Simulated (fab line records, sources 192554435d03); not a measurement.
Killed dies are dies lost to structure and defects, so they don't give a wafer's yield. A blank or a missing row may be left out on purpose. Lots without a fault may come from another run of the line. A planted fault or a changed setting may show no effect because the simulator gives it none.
Which tool did it? | flow n5_finfet | 21 lots, 63 wafers sampled, at 6 steps of a route of 1938

WHAT THE GAUGES READ, wafer by wafer
N5_STI_FIN_REVEAL_INSPECT_13: inspects for defects (darkfield). Usual: raw_defect_count 12, standard deviation 4.9.
lot  | measured    | on                | raw_defect_count | flag
L074 | day 2 12:32 | defect_inspect-01 | 10 18 9          |
L075 | day 2 19:37 | defect_inspect-01 | 3 7 7            |
L076 | day 3 02:17 | defect_inspect-01 | 10 13 21         |
L077 | day 3 07:53 | defect_inspect-01 | 16 7 5           |
L078 | day 3 16:17 | defect_inspect-02 | 13 11 7          |
L079 | day 3 19:10 | defect_inspect-01 | 14 7 9           |
L080 | day 4 00:55 | defect_inspect-02 | 11 9 11          |
L081 | day 4 07:01 | defect_inspect-02 | 11 11 10         |
L082 | day 4 12:31 | defect_inspect-02 | 19 10 7          |
L083 | day 4 19:17 | defect_inspect-01 | 8 16 8           |
L084 | day 5 00:46 | defect_inspect-02 | 12 22 21         |
L085 | day 5 07:44 | defect_inspect-02 | 12 13 12         |
L087 | day 5 20:15 | defect_inspect-02 | 10 18 16         |
L088 | day 6 02:17 | defect_inspect-02 | 15 12 23         |
L090 | day 6 15:22 | defect_inspect-02 | 9 12 7           |
L091 | day 6 19:01 | defect_inspect-01 | 16 8 14          |
L092 | day 6 23:38 | defect_inspect-02 | 11 12 26         |
L093 | day 7 06:43 | defect_inspect-02 | 30 24 22         |
L094 | day 7 13:02 | defect_inspect-02 | 13 21 12         |
L095 | day 7 19:16 | defect_inspect-01 | 11 13 12         |
L096 | day 8 00:31 | defect_inspect-02 | 12 8 7           |

WHICH TOOL RAN EACH LOT (tool, then ch and the chambers of the sampled wafers, then the start)
lot  | N5_FIN_SAQP_SPACER1_ALD_24       | N5_FIN_SAQP_ETCH_65             | N5_FIN_SAQP_ETCH_34               | N5_FIN_SAQP_ETCH_64             | N5_FIN_CUT_ETCH_20
L074 | ald_sin-04 ch 1,2,3, day 1 22:44 | rie_si-01 ch 0,1,3, day 2 00:00 | rie_diel-05 ch 2,3, day 2 01:31   | rie_si-04 ch 0,3, day 2 01:42   | rie_diel-04 ch 1,2, day 2 02:47
L075 | ald_sin-04 ch 0,1,2, day 2 05:43 | rie_si-04 ch 1,3, day 2 06:54   | rie_diel-02 ch 0,1,2, day 2 08:28 | rie_si-04 ch 1,3, day 2 08:39   | rie_diel-03 ch 1,3, day 2 09:25
L076 | ald_sin-04 ch 0,2, day 2 11:19   | rie_si-04 ch 1,2, day 2 12:35   | rie_diel-02 ch 1,2,3, day 2 14:13 | rie_si-04 ch 0,2,3, day 2 14:25 | rie_diel-03 ch 0,3, day 2 15:14
L077 | ald_sin-04 ch 0,1,3, day 2 17:31 | rie_si-03 ch 0,2,3, day 2 18:50 | rie_diel-02 ch 0,1,3, day 2 20:41 | rie_si-04 ch 0,2,3, day 2 20:52 | rie_diel-04 ch 0,1,2, day 2 21:45
L078 | ald_sin-01 ch 0,2,3, day 3 02:13 | rie_si-03 ch 0,1,2, day 3 03:17 | rie_diel-05 ch 0,1,2, day 3 05:24 | rie_si-03 ch 1,2,3, day 3 05:36 | rie_diel-01 ch 0,3, day 3 06:35
L079 | ald_sin-03 ch 0,1, day 3 05:51   | rie_si-04 ch 0,1,3, day 3 06:55 | rie_diel-06 ch 0,2,3, day 3 08:29 | rie_si-01 ch 0,1, day 3 08:41   | rie_diel-01 ch 0,3, day 3 09:26
L080 | ald_sin-01 ch 0,3, day 3 11:08   | rie_si-03 ch 1,2, day 3 12:19   | rie_diel-06 ch 0,2,3, day 3 14:01 | rie_si-01 ch 0,1,2, day 3 14:13 | rie_diel-04 ch 1,3, day 3 15:05
L081 | ald_sin-04 ch 2,3, day 3 17:35   | rie_si-01 ch 1,2, day 3 18:39   | rie_diel-02 ch 0,1, day 3 20:14   | rie_si-03 ch 0,2,3, day 3 20:26 | rie_diel-03 ch 0,2, day 3 21:22
L082 | ald_sin-04 ch 2,3, day 3 23:10   | rie_si-01 ch 0,1,3, day 4 00:19 | rie_diel-05 ch 0,2,3, day 4 01:52 | rie_si-01 ch 0,1,2, day 4 02:03 | rie_diel-04 ch 0,1,2, day 4 02:49
L083 | ald_sin-04 ch 0,2,3, day 4 05:42 | rie_si-01 ch 0,2,3, day 4 06:46 | rie_diel-02 ch 2,3, day 4 08:17   | rie_si-03 ch 0,2,3, day 4 08:29 | rie_diel-04 ch 0,3, day 4 09:24
L084 | ald_sin-03 ch 0,3, day 4 11:03   | rie_si-04 ch 0,1,2, day 4 12:07 | rie_diel-06 ch 1,2,3, day 4 13:46 | rie_si-03 ch 0,2,3, day 4 13:57 | rie_diel-01 ch 0,3, day 4 14:43
L085 | ald_sin-01 ch 0,2,3, day 4 17:29 | rie_si-01 ch 0,1,3, day 4 18:46 | rie_diel-05 ch 0,1,3, day 4 20:17 | rie_si-01 ch 1,2,3, day 4 20:28 | rie_diel-04 ch 1,2, day 4 21:27
L087 | ald_sin-01 ch 0,3, day 5 06:09   | rie_si-03 ch 1,2,3, day 5 07:14 | rie_diel-02 ch 0,1, day 5 09:39   | rie_si-03 ch 0,2,3, day 5 09:52 | rie_diel-03 ch 1,2,3, day 5 10:37
L088 | ald_sin-04 ch 1,2,3, day 5 12:26 | rie_si-03 ch 0,1, day 5 13:30   | rie_diel-05 ch 2,3, day 5 15:06   | rie_si-01 ch 1,2,3, day 5 15:18 | rie_diel-01 ch 1,2, day 5 16:10
L090 | ald_sin-01 ch 0,2,3, day 5 23:29 | rie_si-01 ch 0,2,3, day 6 00:35 | rie_diel-02 ch 1,2,3, day 6 03:14 | rie_si-03 ch 1,2,3, day 6 03:26 | rie_diel-03 ch 0,2, day 6 04:11
L091 | ald_sin-04 ch 2,3, day 6 05:27   | rie_si-01 ch 0,1,2, day 6 06:31 | rie_diel-06 ch 0,1,2, day 6 08:19 | rie_si-01 ch 0,1, day 6 08:31   | rie_diel-03 ch 0,1,2, day 6 09:23
L092 | ald_sin-04 ch 0,2,3, day 6 10:41 | rie_si-04 ch 0,1,3, day 6 11:25 | rie_diel-06 ch 0,1, day 6 12:55   | rie_si-03 ch 1,2, day 6 13:07   | rie_diel-01 ch 2,3, day 6 13:52
L093 | ald_sin-01 ch 0,2,3, day 6 16:47 | rie_si-04 ch 1,2,3, day 6 17:51 | rie_diel-02 ch 1,3, day 6 19:32   | rie_si-04 ch 0,1,3, day 6 19:44 | rie_diel-04 ch 0,3, day 6 20:39
L094 | ald_sin-01 ch 0,1,3, day 6 23:28 | rie_si-01 ch 0,3, day 7 00:34   | rie_diel-06 ch 0,1,3, day 7 02:04 | rie_si-01 ch 0,3, day 7 02:16   | rie_diel-01 ch 2,3, day 7 03:19
L095 | ald_sin-01 ch 0,2,3, day 7 05:40 | rie_si-03 ch 0,1,2, day 7 06:44 | rie_diel-02 ch 1,3, day 7 08:27   | rie_si-03 ch 0,2,3, day 7 08:38 | rie_diel-03 ch 0,1, day 7 09:41
L096 | ald_sin-01 ch 2,3, day 7 10:32   | rie_si-01 ch 0,2,3, day 7 11:41 | rie_diel-02 ch 2,3, day 7 13:23   | rie_si-03 ch 1,2, day 7 13:35   | rie_diel-04 ch 0,1,2, day 7 14:32
- N5_FIN_SAQP_SPACER1_ALD_24: deposits SiO2, target thk 20.3 nm, pulse time 1 s, purge time 2 s.
- N5_FIN_SAQP_ETCH_65: etches SiO2 in CF4, target depth 4 nm, time 4.4 s.
- N5_FIN_SAQP_ETCH_34: etches SiO2 in C4F6/O2, target depth 45 nm, time 15 s.
- N5_FIN_SAQP_ETCH_64: etches SiO2 in CF4, target depth 1.5 nm.
- N5_FIN_CUT_ETCH_20: etches SiARC in CF4, target depth 26 nm, time 43.3 s.

WHAT THE TOOLS THEMSELVES READ (means of the sampled wafers that have a number; where no wafer has one, the mark that the record gives instead)
N5_FIN_SAQP_SPACER1_ALD_24. Usual: heater_power_w 463 W, standard deviation 65; precursor_pulse_height_rel 1.001, standard deviation 0.021.
lot  | tool       | heater_power_w (W) | precursor_pulse_height_rel | flag
L074 | ald_sin-04 | 428                | 1.000                      |
L075 | ald_sin-04 | 486                | 1.000                      |
L076 | ald_sin-04 | 518                | 0.983                      |
L077 | ald_sin-04 | 445                | 0.987                      |
L078 | ald_sin-01 | 522                | 0.989                      |
L079 | ald_sin-03 | 443                | 1.027                      |
L080 | ald_sin-01 | 510                | 0.990                      |
L081 | ald_sin-04 | 460                | 1.004                      |
L082 | ald_sin-04 | 459                | 1.005                      |
L083 | ald_sin-04 | 467                | 0.999                      |
L084 | ald_sin-03 | 426                | 0.995                      |
L085 | ald_sin-01 | 516                | 1.019                      |
L087 | ald_sin-01 | 488                | 0.994                      |
L088 | ald_sin-04 | 433                | 1.023                      |
L090 | ald_sin-01 | 513                | 0.998                      |
L091 | ald_sin-04 | 446                | 0.986                      |
L092 | ald_sin-04 | 476                | 0.982                      |
L093 | ald_sin-01 | 512                | 0.994                      |
L094 | ald_sin-01 | 480                | 1.006                      |
L095 | ald_sin-01 | 517                | 1.020                      |
L096 | ald_sin-01 | 541                | 0.993                      |

N5_FIN_SAQP_ETCH_65. Usual: chamber_pressure_mTorr 10.000 mTorr, standard deviation 0.0095; drypump_motor_current_A 5.6 A, standard deviation 0.62; he_backside_leak_sccm 2.80 sccm, standard deviation 0.3; oes_product_au 1.003 a.u., standard deviation 0.017; throttle_valve_pct 21.77 %, standard deviation 0.17.
lot  | tool      | chamber_pressure_mTorr (mTorr) | drypump_motor_current_A (A) | he_backside_leak_sccm (sccm) | oes_product_au (a.u.) | throttle_valve_pct (%) | flag
L074 | rie_si-01 | 9.997                          | 6.1                         | 2.71                         | 1.009                 | 21.65                  |
L075 | rie_si-04 | 9.995                          | 5.0                         | 2.85                         | 0.985                 | 21.87                  |
L076 | rie_si-04 | 9.996                          | 4.8                         | 2.83                         | 0.988                 | 21.69                  |
L077 | rie_si-03 | 10.004                         | 5.6                         | 2.89                         | 0.974                 | 21.94                  |
L078 | rie_si-03 | 9.996                          | 5.1                         | 2.85                         | 0.999                 | 21.90                  |
L079 | rie_si-04 | 10.003                         | 5.4                         | 2.94                         | 0.994                 | 21.87                  |
L080 | rie_si-03 | 9.999                          | 5.1                         | 2.80                         | 1.010                 | 21.79                  |
L081 | rie_si-01 | 9.997                          | 5.9                         | 2.40                         | 1.014                 | 21.76                  |
L082 | rie_si-01 | 9.998                          | 6.1                         | 2.67                         | 1.008                 | 21.65                  |
L083 | rie_si-01 | 9.995                          | 6.1                         | 2.76                         | 1.019                 | 21.61                  |
L084 | rie_si-04 | 10.002                         | 5.1                         | 2.70                         | 0.990                 | 21.79                  |
L085 | rie_si-01 | 9.998                          | 6.1                         | 2.56                         | 1.017                 | 21.65                  |
L087 | rie_si-03 | 10.009                         | 5.6                         | 3.00                         | 0.987                 | 21.85                  |
L088 | rie_si-03 | 10.005                         | 4.8                         | 2.82                         | 1.016                 | 21.90                  |
L090 | rie_si-01 | 9.995                          | 6.1                         | 2.76                         | 1.024                 | 21.61                  |
L091 | rie_si-01 | 10.005                         | 5.9                         | 2.69                         | 1.021                 | 21.73                  |
L092 | rie_si-04 | 9.992                          | 5.4                         | 2.96                         | 0.990                 | 21.86                  |
L093 | rie_si-04 | 9.998                          | 5.1                         | 2.99                         | 0.987                 | 21.77                  |
L094 | rie_si-01 | 9.998                          | 6.1                         | 2.97                         | 1.022                 | 21.58                  |
L095 | rie_si-03 | 10.001                         | 5.1                         | 2.86                         | 1.007                 | 21.90                  |
L096 | rie_si-01 | 9.996                          | 6.1                         | 2.73                         | 1.017                 | 21.61                  |

N5_FIN_SAQP_ETCH_34. Usual: chamber_pressure_mTorr 29.998 mTorr, standard deviation 0.027; drypump_motor_current_A 5.6 A, standard deviation 0.48; etch_rf_on_time_s 15.03 s, standard deviation 0.27; oes_product_au 0.68 a.u., standard deviation 0.077; rf_vpp_V 668 V, standard deviation 18; showerhead_plenum_p_Torr 2.87 Torr, standard deviation 0.085; throttle_valve_pct 20.88 %, standard deviation 0.29.
lot  | tool        | chamber_pressure_mTorr (mTorr) | drypump_motor_current_A (A) | etch_rf_on_time_s (s) | oes_product_au (a.u.) | rf_vpp_V (V) | showerhead_plenum_p_Torr (Torr) | throttle_valve_pct (%) | flag
L074 | rie_diel-05 | 29.986                         | 5.5                         | 15.37                 | 0.65                  | 668          | 2.87                            | 21.00                  |
L075 | rie_diel-02 | 29.985                         | 5.7                         | 14.99                 | 0.67                  | 681          | 2.80                            | 20.76                  |
L076 | rie_diel-02 | 30.023                         | 5.7                         | 14.93                 | 0.65                  | 678          | 2.83                            | 20.80                  |
L077 | rie_diel-02 | 30.005                         | 5.8                         | 14.86                 | 0.72                  | 673          | 2.87                            | 20.81                  |
L078 | rie_diel-05 | 29.989                         | 5.2                         | 15.22                 | 0.68                  | 657          | 2.84                            | 20.83                  |
L079 | rie_diel-06 | 29.998                         | 6.0                         | 14.97                 | 0.69                  | 665          | 2.90                            | 21.16                  |
L080 | rie_diel-06 | 29.974                         | 6.0                         | 14.91                 | 0.69                  | 665          | 2.90                            | 21.15                  |
L081 | rie_diel-02 | 29.978                         | 5.8                         | 14.62                 | 0.72                  | 677          | 2.84                            | 20.80                  |
L082 | rie_diel-05 | 29.985                         | 5.4                         | 15.36                 | 0.68                  | 665          | 2.85                            | 20.95                  |
L083 | rie_diel-02 | 30.003                         | 5.6                         | 14.77                 | 0.75                  | 670          | 2.92                            | 20.63                  |
L084 | rie_diel-06 | 30.004                         | 6.0                         | 15.07                 | 0.60                  | 652          | 2.82                            | 21.27                  |
L085 | rie_diel-05 | 29.995                         | 5.2                         | 15.19                 | 0.63                  | 655          | 2.81                            | 20.86                  |
L087 | rie_diel-02 | 29.978                         | 5.9                         | 14.88                 | 0.67                  | 684          | 2.88                            | 20.93                  |
L088 | rie_diel-05 | 29.992                         | 5.5                         | 15.25                 | 0.66                  | 670          | 2.88                            | 21.04                  |
L090 | rie_diel-02 | 29.993                         | 5.7                         | 15.08                 | 0.70                  | 682          | 2.93                            | 20.74                  |
L091 | rie_diel-06 | 30.002                         | 5.5                         | 14.94                 | 0.66                  | 654          | 2.85                            | 21.12                  |
L092 | rie_diel-06 | 30.018                         | 5.1                         | 14.93                 | 0.65                  | 659          | 2.87                            | 20.88                  |
L093 | rie_diel-02 | 29.998                         | 5.9                         | 15.00                 | 0.64                  | 680          | 2.90                            | 20.97                  |
L094 | rie_diel-06 | 29.960                         | 5.6                         | 15.03                 | 0.65                  | 667          | 2.91                            | 20.96                  |
L095 | rie_diel-02 | 30.011                         | 5.9                         | 14.93                 | 0.67                  | 668          | 2.89                            | 20.89                  |
L096 | rie_diel-02 | 30.009                         | 5.7                         | 15.12                 | 0.72                  | 669          | 2.91                            | 20.67                  |

N5_FIN_SAQP_ETCH_64. Usual: chamber_pressure_mTorr 10.000 mTorr, standard deviation 0.0097; drypump_motor_current_A 5.5 A, standard deviation 0.62; he_backside_leak_sccm 2.8 sccm, standard deviation 0.36; oes_product_au 0.998 a.u., standard deviation 0.02; throttle_valve_pct 21.81 %, standard deviation 0.16.
lot  | tool      | chamber_pressure_mTorr (mTorr) | drypump_motor_current_A (A) | he_backside_leak_sccm (sccm) | oes_product_au (a.u.) | throttle_valve_pct (%) | flag
L074 | rie_si-04 | 9.999                          | 5.6                         | 3.1                          | 0.989                 | 21.83                  |
L075 | rie_si-04 | 10.008                         | 5.3                         | 3.1                          | 0.996                 | 21.84                  |
L076 | rie_si-04 | 9.991                          | 5.4                         | 3.1                          | 0.995                 | 21.75                  |
L077 | rie_si-04 | 9.997                          | 5.4                         | 3.0                          | 0.989                 | 21.75                  |
L078 | rie_si-03 | 10.000                         | 5.6                         | 2.9                          | 0.990                 | 21.83                  |
L079 | rie_si-01 | 10.006                         | 5.9                         | 2.5                          | 1.014                 | 21.77                  |
L080 | rie_si-01 | 9.999                          | 5.9                         | 2.6                          | 1.016                 | 21.71                  |
L081 | rie_si-03 | 10.000                         | 5.6                         | 3.0                          | 0.984                 | 21.95                  |
L082 | rie_si-01 | 9.998                          | 5.9                         | 2.7                          | 1.019                 | 21.71                  |
L083 | rie_si-03 | 10.001                         | 5.5                         | 2.9                          | 0.979                 | 21.94                  |
L084 | rie_si-03 | 10.006                         | 5.6                         | 2.9                          | 0.980                 | 21.95                  |
L085 | rie_si-01 | 9.998                          | 6.1                         | 2.5                          | 1.009                 | 21.68                  |
L087 | rie_si-03 | 9.995                          | 5.6                         | 2.9                          | 0.982                 | 21.95                  |
L088 | rie_si-01 | 10.000                         | 6.1                         | 2.5                          | 1.026                 | 21.68                  |
L090 | rie_si-03 | 9.993                          | 5.6                         | 2.9                          | 0.986                 | 21.83                  |
L091 | rie_si-01 | 9.997                          | 5.9                         | 2.6                          | 1.004                 | 21.76                  |
L092 | rie_si-03 | 9.992                          | 5.4                         | 2.7                          | 0.986                 | 21.80                  |
L093 | rie_si-04 | 9.997                          | 5.4                         | 2.9                          | 0.991                 | 21.86                  |
L094 | rie_si-01 | 9.998                          | 6.3                         | 2.8                          | 1.013                 | 21.53                  |
L095 | rie_si-03 | 9.993                          | 5.6                         | 2.9                          | 0.986                 | 21.95                  |
L096 | rie_si-03 | 10.008                         | 5.1                         | 2.8                          | 1.002                 | 21.79                  |

N5_FIN_CUT_ETCH_20. Usual: chamber_pressure_mTorr 40.00 mTorr, standard deviation 0.037; drypump_motor_current_A 5.6 A, standard deviation 0.43; etch_rf_on_time_s 43.1 s, standard deviation 0.57; oes_product_au 0.65 a.u., standard deviation 0.068; rf_vpp_V 183.8 V, standard deviation 1.2; showerhead_plenum_p_Torr 2.13 Torr, standard deviation 0.071; throttle_valve_pct 15.54 %, standard deviation 0.25.
lot  | tool        | chamber_pressure_mTorr (mTorr) | drypump_motor_current_A (A) | etch_rf_on_time_s (s) | oes_product_au (a.u.) | rf_vpp_V (V) | showerhead_plenum_p_Torr (Torr) | throttle_valve_pct (%) | flag
L074 | rie_diel-04 | 40.00                          | 6.0                         | 43.2                  | 0.79                  | 183.4        | 2.13                            | 15.12                  |
L075 | rie_diel-03 | 40.01                          | 5.9                         | 43.1                  | 0.61                  | 184.0        | 2.16                            | 15.82                  |
L076 | rie_diel-03 | 40.01                          | 5.8                         | 43.3                  | 0.61                  | 184.4        | 2.13                            | 15.64                  |
L077 | rie_diel-04 | 40.03                          | 5.9                         | 43.2                  | 0.70                  | 183.8        | 2.09                            | 15.40                  |
L078 | rie_diel-01 | 39.99                          | 5.2                         | 43.2                  | 0.63                  | 183.9        | 2.16                            | 15.58                  |
L079 | rie_diel-01 | 40.02                          | 5.4                         | 43.7                  | 0.65                  | 184.9        | 2.21                            | 15.50                  |
L080 | rie_diel-04 | 40.03                          | 5.4                         | 42.0                  | 0.65                  | 182.0        | 2.03                            | 15.43                  |
L081 | rie_diel-03 | 39.99                          | 5.7                         | 43.3                  | 0.60                  | 184.4        | 2.14                            | 15.49                  |
L082 | rie_diel-04 | 40.04                          | 5.9                         | 43.1                  | 0.69                  | 183.3        | 2.09                            | 15.41                  |
L083 | rie_diel-04 | 40.00                          | 5.3                         | 43.1                  | 0.62                  | 183.5        | 2.07                            | 15.61                  |
L084 | rie_diel-01 | 39.96                          | 5.4                         | 43.3                  | 0.65                  | 185.1        | 2.21                            | 15.52                  |
L085 | rie_diel-04 | 39.99                          | 5.9                         | 43.2                  | 0.71                  | 182.8        | 2.05                            | 15.24                  |
L087 | rie_diel-03 | 40.01                          | 5.7                         | 43.3                  | 0.60                  | 184.0        | 2.17                            | 15.81                  |
L088 | rie_diel-01 | 40.00                          | 5.6                         | 43.2                  | 0.73                  | 183.4        | 2.09                            | 15.37                  |
L090 | rie_diel-03 | 40.05                          | 5.7                         | 43.4                  | 0.58                  | 184.6        | 2.14                            | 15.52                  |
L091 | rie_diel-03 | 39.98                          | 5.8                         | 43.2                  | 0.60                  | 184.3        | 2.17                            | 15.70                  |
L092 | rie_diel-01 | 39.99                          | 5.5                         | 43.4                  | 0.67                  | 184.8        | 2.18                            | 15.48                  |
L093 | rie_diel-04 | 40.01                          | 5.4                         | 43.0                  | 0.60                  | 182.4        | 2.07                            | 15.65                  |
L094 | rie_diel-01 | 40.00                          | 5.5                         | 43.7                  | 0.66                  | 183.9        | 2.18                            | 15.49                  |
L095 | rie_diel-03 | 40.00                          | 6.2                         | 43.2                  | 0.59                  | 185.0        | 2.17                            | 15.82                  |
L096 | rie_diel-04 | 40.01                          | 5.9                         | 43.1                  | 0.67                  | 183.3        | 2.08                            | 15.46                  |

THE ANSWER, worked out from the rows above alone
Rule: a lot is off if the mean of its wafers that have a number lies more than 3 standard deviations from the usual mean. A lot without any number at a reading at which 4 lots or more have one is off too. The other lots that the step has rows for count as sound. The gauges are gone through in route order, then the tools' own readings, and for those a lot's mean is taken as printed above. The first step at which some lot is off is used, and at that step the reading that is off furthest; a lot without a number counts as furthest.
No lot is off at any reading shown: from this, nothing can be told.

WHAT THE SIMULATOR HAD PUT IN
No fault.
